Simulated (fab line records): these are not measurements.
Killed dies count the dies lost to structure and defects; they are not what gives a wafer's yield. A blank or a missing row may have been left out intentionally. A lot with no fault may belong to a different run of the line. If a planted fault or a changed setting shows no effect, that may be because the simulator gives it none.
The tool behind it: which one? ; flow n5 finfet ; 72 wafers from 24 lots sampled at 6 of the route's 1938 steps

## WHAT THE GAUGES SHOWED, per wafer
N5_BEOL_M3_INSPECT_13: inspects for defects (brightfield).
lot;measured;on;raw defect count
L074;day 6 23:25;defect inspect-01;569 498 364
L075;day 6 23:58;defect inspect-02;330 467 253
L076;day 7 11:30;defect inspect-01;312 352 464
L077;day 7 20:07;defect inspect-01;426 392 598
L078;day 7 21:20;defect inspect-01;426 459 419
L079;day 8 01:17;defect inspect-02;313 378 508
L080;day 8 12:24;defect inspect-02;486 403 417
L081;day 8 23:43;defect inspect-01;346 357 418
L082;day 9 00:21;defect inspect-02;505 400 337
L083;day 9 03:36;defect inspect-01;449 494 550
L084;day 9 05:34;defect inspect-02;509 382 551
L085;day 9 17:57;defect inspect-02;362 484 457
L086;day 10 07:04;defect inspect-02;483 380 555
L087;day 10 08:19;defect inspect-02;474 407 358
L088;day 10 11:52;defect inspect-02;355 380 600
L089;day 11 09:56;defect inspect-01;261 317 385
L090;day 11 11:16;defect inspect-01;545 465 587
L091;day 11 12:33;defect inspect-02;370 480 307
L093;day 11 19:41;defect inspect-02;284 296 434
L092;day 11 19:53;defect inspect-02;584 414 263
L095;day 12 07:24;defect inspect-01;573 384 394
L094;day 12 11:29;defect inspect-01;508 517 526
L097;day 13 02:32;defect inspect-02;773 476 390
L096;day 13 12:13;defect inspect-01;452 329 486

## EACH LOT AND THE TOOL THAT RAN IT (in order: tool; ch and the chambers of the sampled wafers; start)
lot;N5_BEOL_M2_TRENCH_ETCH_37;N5_BEOL_M2_ANNEAL_49;N5_BEOL_M2_PRE_CLEAN_60;N5_BEOL_M2_CO_CAP_55;N5_BEOL_M3_ILD_DEP_00
L074;rie diel-05 ch 0,1, day 6 19:23 or earlier;pvd sputter-03, day 6 19:23;cvd co-01 ch 0,1,2, day 6 21:54;cvd co-01 ch 0,1,2, day 6 21:56;pecvd-03 ch 0,1,2, day 6 22:14
L075;rie diel-04 ch 1,2, day 6 19:54 or earlier;pvd sputter-01, day 6 19:54;cvd co-02 ch 0,1, day 6 22:29;cvd co-02 ch 0,1, day 6 22:31;pecvd-02 ch 0,1, day 6 22:46
L076;rie diel-05 ch 0,1,3, day 7 08:03 or earlier;pvd sputter-01, day 7 08:03;cvd co-02 ch 0,2, day 7 10:34;cvd co-02 ch 0,2, day 7 10:37;pecvd-03 ch 0,1,2, day 7 10:51
L077;rie diel-04 ch 0,1,3, day 7 15:43 or earlier;pvd sputter-02, day 7 15:43;cvd co-02 ch 1,2, day 7 18:24;cvd co-02 ch 1,2, day 7 18:26;pecvd-03 ch 0,2, day 7 18:41
L078;rie diel-05 ch 2,3, day 7 17:52 or earlier;pvd sputter-01, day 7 17:52;cvd co-01 ch 1,2, day 7 20:22;cvd co-01 ch 1,2, day 7 20:24;pecvd-02 ch 0,1, day 7 20:39
L079;rie diel-02 ch 0,2,3, day 7 20:40 or earlier;pvd sputter-01, day 7 20:40;cvd co-02 ch 1,2, day 7 23:11;cvd co-02 ch 1,2, day 7 23:13;pecvd-03 ch 0,2, day 7 23:28
L080;rie diel-05 ch 0,2, day 8 07:47 or earlier;pvd sputter-02, day 8 07:47;cvd co-02 ch 0,2, day 8 10:21;cvd co-02 ch 0,2, day 8 10:23;pecvd-02 ch 0,2, day 8 10:38
L081;rie diel-05 ch 0,2,3, day 8 19:05 or earlier;pvd sputter-01, day 8 19:05;cvd co-02 ch 1,2, day 8 21:40;cvd co-02 ch 1,2, day 8 21:43;pecvd-03 ch 0,1,2, day 8 21:58
L082;rie diel-02 ch 1,2,3, day 8 20:21 or earlier;pvd sputter-02, day 8 20:21;cvd co-02 ch 0,1,2, day 8 22:51;cvd co-02 ch 0,1,2, day 8 22:53;pecvd-03 ch 1,2, day 8 23:08
L083;rie diel-05 ch 0,1,2, day 8 23:23 or earlier;pvd sputter-03, day 8 23:23;cvd co-02 ch 0,1,2, day 9 01:53;cvd co-02 ch 0,1,2, day 9 01:56;pecvd-02 ch 1,2, day 9 02:10
L084;rie diel-04 ch 0,2, day 9 00:49 or earlier;pvd sputter-02, day 9 00:49;cvd co-01 ch 1,2, day 9 03:19;cvd co-01 ch 1,2, day 9 03:21;pecvd-03 ch 0,2, day 9 03:37
L085;rie diel-04 ch 0,2,3, day 9 14:14 or earlier;pvd sputter-03, day 9 14:14;cvd co-02 ch 0,1,2, day 9 16:53;cvd co-02 ch 0,1,2, day 9 16:56;pecvd-02 ch 0,1,2, day 9 17:10
L086;rie diel-05 ch 0,1,3, day 10 00:17 or earlier;pvd sputter-02, day 10 00:17;cvd co-02 ch 0,2, day 10 03:31;cvd co-02 ch 0,2, day 10 03:33;pecvd-03 ch 0,1, day 10 03:48
L087;rie diel-04 ch 1,3, day 10 04:34 or earlier;pvd sputter-03, day 10 04:34;cvd co-02 ch 0,1, day 10 07:04;cvd co-02 ch 0,1, day 10 07:07;pecvd-04 ch 0,1, day 10 07:23
L088;rie diel-05 ch 0,1, day 10 08:25 or earlier;pvd sputter-02, day 10 08:25;cvd co-01 ch 0,1,2, day 10 10:55;cvd co-01 ch 0,1,2, day 10 10:58;pecvd-04 ch 0,1, day 10 11:13
L089;rie diel-05 ch 1,2,3, day 11 04:13 or earlier;pvd sputter-02, day 11 04:13;cvd co-02 ch 0,1,2, day 11 07:14;cvd co-02 ch 0,1,2, day 11 07:17;pecvd-03 ch 0,1, day 11 07:32
L090;rie diel-05 ch 1,3, day 11 07:14 or earlier;pvd sputter-01, day 11 07:14;cvd co-01 ch 0,1,2, day 11 09:58;cvd co-01 ch 0,1,2, day 11 10:00;pecvd-04 ch 0,1,2, day 11 10:16
L091;rie diel-04 ch 1,2,3, day 11 08:40 or earlier;pvd sputter-03, day 11 08:40;cvd co-01 ch 0,2, day 11 11:36;cvd co-01 ch 0,2, day 11 11:38;pecvd-04 ch 0,2, day 11 11:55
L093;rie diel-05 ch 1,2,3, day 11 12:53 or earlier;pvd sputter-03, day 11 12:53;cvd co-01 ch 0,2, day 11 16:02;cvd co-01 ch 0,2, day 11 16:05;pecvd-04 ch 0,1,2, day 11 16:19
L092;rie diel-05 ch 0,1,3, day 11 15:00 or earlier;pvd sputter-01, day 11 15:00;cvd co-01 ch 0,1,2, day 11 17:59;cvd co-01 ch 0,1,2, day 11 18:02;pecvd-02 ch 0,1,2, day 11 18:17
L095;rie diel-04 ch 0,2,3, day 12 03:02 or earlier;pvd sputter-03, day 12 03:02;cvd co-01 ch 0,1, day 12 05:49;cvd co-01 ch 0,1, day 12 05:52;pecvd-03 ch 0,1, day 12 06:07
L094;rie diel-02 ch 0,3, day 12 05:40 or earlier;pvd sputter-03, day 12 05:40;cvd co-02 ch 1,2, day 12 08:25;cvd co-02 ch 1,2, day 12 08:28;pecvd-02 ch 0,1, day 12 08:43
L097;rie diel-04 ch 1,2,3, day 12 15:50 or earlier;pvd sputter-01, day 12 15:50;cvd co-01 ch 0,1,2, day 12 18:39;cvd co-01 ch 0,1,2, day 12 18:41;pecvd-04 ch 0,2, day 12 18:56
L096;rie diel-02 ch 1,3, day 12 18:39 or earlier;pvd sputter-02, day 12 18:39;cvd co-01 ch 0,1, day 13 10:53;cvd co-01 ch 0,1, day 13 10:55;pecvd-03 ch 1, day 13 11:10
- N5_BEOL_M2_TRENCH_ETCH_37: etches SiOC in C4F6/O2, target depth 55.555 nm, time 29.2 s.
- N5_BEOL_M2_ANNEAL_49: time 240 s.
- N5_BEOL_M2_PRE_CLEAN_60: time 15 s.
- N5_BEOL_M2_CO_CAP_55: material Co, precursor CCTBA/H2, target thk 2 nm, time 102.1 s.
- N5_BEOL_M3_ILD_DEP_00: deposits SiOC from DEMS/O2, target thk 79 nm, time 15.3 s.

## WHAT THE TOOLS THEMSELVES READ (means of the sampled wafers that have a number; where no wafer has one, the mark that the record gives instead)
N5_BEOL_M2_TRENCH_ETCH_37.
lot;tool;O2_flow_sccm (sccm);drypump motor current A (A);oes_f_703_au (a.u.);oes product au (a.u.);rf fwd power W (W);rf vpp V (V);showerhead plenum p Torr (Torr);throttle valve pct (%)
L074;rie diel-05;9.989;5.7;0.90;0.90;351.6;662;2.78;20.73
L075;rie diel-04;10.013;5.7;0.77;0.78;350.9;670;2.84;20.81
L076;rie diel-05;9.977;5.5;0.90;0.90;350.0;664;2.86;20.73
L077;rie diel-04;9.955;5.7;0.75;0.77;350.4;678;2.87;20.67
L078;rie diel-05;10.000;5.6;0.83;0.82;349.0;665;3.00;20.92
L079;rie diel-02;10.018;5.9;0.83;0.82;349.5;674;2.87;20.59
L080;rie diel-05;10.020;6.3;0.77;0.76;350.0;656;2.88;21.04
L081;rie diel-05;10.009;5.8;0.82;0.83;349.2;662;2.91;20.89
L082;rie diel-02;10.022;5.7;0.86;0.86;350.7;666;2.92;20.54
L083;rie diel-05;9.968;6.0;0.81;0.81;350.8;660;2.82;20.90
L084;rie diel-04;10.006;5.6;0.77;0.78;350.4;675;2.80;20.72
L085;rie diel-04;10.023;5.8;0.77;0.78;349.2;675;2.83;20.68
L086;rie diel-05;10.001;5.5;0.86;0.86;350.3;665;2.85;20.76
L087;rie diel-04;9.983;6.1;0.75;0.77;349.5;671;2.90;20.77
L088;rie diel-05;10.019;5.7;0.86;0.86;349.2;661;2.77;20.74
L089;rie diel-05;9.991;5.8;0.88;0.88;351.2;662;2.90;20.86
L090;rie diel-05;9.983;5.3;0.84;0.84;351.0;667;2.93;20.83
L091;rie diel-04;9.988;5.8;0.85;0.86;349.8;670;2.86;20.72
L093;rie diel-05;10.004;5.8;0.87;0.87;351.5;662;2.90;20.85
L092;rie diel-05;9.987;5.5;0.84;0.84;351.1;664;2.84;20.79
L095;rie diel-04;10.004;5.8;0.84;0.85;350.2;676;2.82;20.60
L094;rie diel-02;9.990;5.8;0.74;0.75;348.8;688;2.76;20.73
L097;rie diel-04;10.011;5.9;0.83;0.83;349.5;670;2.85;20.74
L096;rie diel-02;9.975;5.4;0.82;0.82;350.8;673;2.87;20.64

N5_BEOL_M2_ANNEAL_49.
lot;tool;heater power w (W)
L074;pvd sputter-03;794
L075;pvd sputter-01;749
L076;pvd sputter-01;684
L077;pvd sputter-02;867
L078;pvd sputter-01;753
L079;pvd sputter-01;755
L080;pvd sputter-02;809
L081;pvd sputter-01;753
L082;pvd sputter-02;852
L083;pvd sputter-03;838
L084;pvd sputter-02;808
L085;pvd sputter-03;838
L086;pvd sputter-02;874
L087;pvd sputter-03;879
L088;pvd sputter-02;869
L089;pvd sputter-02;799
L090;pvd sputter-01;819
L091;pvd sputter-03;808
L093;pvd sputter-03;863
L092;pvd sputter-01;750
L095;pvd sputter-03;871
L094;pvd sputter-03;843
L097;pvd sputter-01;810
L096;pvd sputter-02;856

N5_BEOL_M2_PRE_CLEAN_60.
lot;tool;heater power w (W);rf fwd power W (W)
L074;cvd co-01;87;297.1
L075;cvd co-02;74;296.7
L076;cvd co-02;91;298.4
L077;cvd co-02;86;296.8
L078;cvd co-01;85;294.8
L079;cvd co-02;95;297.6
L080;cvd co-02;91;296.7
L081;cvd co-02;96;298.0
L082;cvd co-02;84;298.4
L083;cvd co-02;84;297.0
L084;cvd co-01;88;295.9
L085;cvd co-02;84;297.8
L086;cvd co-02;82;296.2
L087;cvd co-02;77;296.9
L088;cvd co-01;87;297.1
L089;cvd co-02;84;296.6
L090;cvd co-01;87;296.6
L091;cvd co-01;89;297.1
L093;cvd co-01;92;299.3
L092;cvd co-01;89;296.8
L095;cvd co-01;85;295.7
L094;cvd co-02;95;297.6
L097;cvd co-01;87;296.0
L096;cvd co-01;89;295.7

N5_BEOL_M2_CO_CAP_55.
lot;tool;heater power w (W)
L074;cvd co-01;238
L075;cvd co-02;223
L076;cvd co-02;241
L077;cvd co-02;237
L078;cvd co-01;236
L079;cvd co-02;247
L080;cvd co-02;244
L081;cvd co-02;249
L082;cvd co-02;240
L083;cvd co-02;231
L084;cvd co-01;238
L085;cvd co-02;233
L086;cvd co-02;231
L087;cvd co-02;227
L088;cvd co-01;239
L089;cvd co-02;235
L090;cvd co-01;242
L091;cvd co-01;240
L093;cvd co-01;244
L092;cvd co-01;240
L095;cvd co-01;234
L094;cvd co-02;243
L097;cvd co-01;241
L096;cvd co-01;236

N5_BEOL_M3_ILD_DEP_00.
lot;tool;heater power w (W);rf fwd power W (W);showerhead plenum p Torr (Torr);throttle valve pct (%)
L074;pecvd-03;487;493.6;5.688;11.5
L075;pecvd-02;582;494.9;5.697;12.7
L076;pecvd-03;503;493.1;5.683;11.7
L077;pecvd-03;528;493.6;5.687;11.4
L078;pecvd-02;504;497.4;5.701;12.5
L079;pecvd-03;514;494.7;5.696;11.5
L080;pecvd-02;547;493.2;5.686;11.8
L081;pecvd-03;492;493.1;5.678;11.6
L082;pecvd-03;446;495.4;5.684;11.8
L083;pecvd-02;624;494.7;5.699;12.0
L084;pecvd-03;501;494.3;5.684;11.3
L085;pecvd-02;560;494.2;5.692;12.3
L086;pecvd-03;503;492.7;5.677;11.9
L087;pecvd-04;462;493.0;5.681;12.2
L088;pecvd-04;458;491.7;5.695;12.2
L089;pecvd-03;503;491.0;5.674;12.0
L090;pecvd-04;439;494.8;5.687;11.8
L091;pecvd-04;448;493.0;5.703;11.4
L093;pecvd-04;415;494.2;5.688;11.8
L092;pecvd-02;553;495.1;5.692;12.1
L095;pecvd-03;535;494.5;5.682;11.7
L094;pecvd-02;507;496.0;5.688;12.5
L097;pecvd-04;423;493.9;5.694;11.4
L096;pecvd-03;506;491.5;5.678;12.0

## THE ANSWER, worked out from the rows above alone
Rule: the lots themselves supply what counts as usual. Put in order of their means at a reading, lots are off if they are a third of the lots or fewer, leave a main group of 4 or more, and stand apart from it by a gap of 3 or more times the standard deviation of the main group's means; of several such gaps the widest counts. Not used: any main group whose means are identical at the precision the tables above print for the reading. Also off: a lot with no number at a reading for which 4 or more lots have one. Any other lot the step has rows for is counted as sound. The gauges are gone through in route order, then the tools' own readings, and for those a lot's mean is taken as printed above. At the first step where some lot is off, the reading lying furthest off is the one used; lots without a number count as furthest.
No lot is off on any of the readings shown, so nothing can be concluded from this.

## WHAT WAS PUT IN BY THE SIMULATOR
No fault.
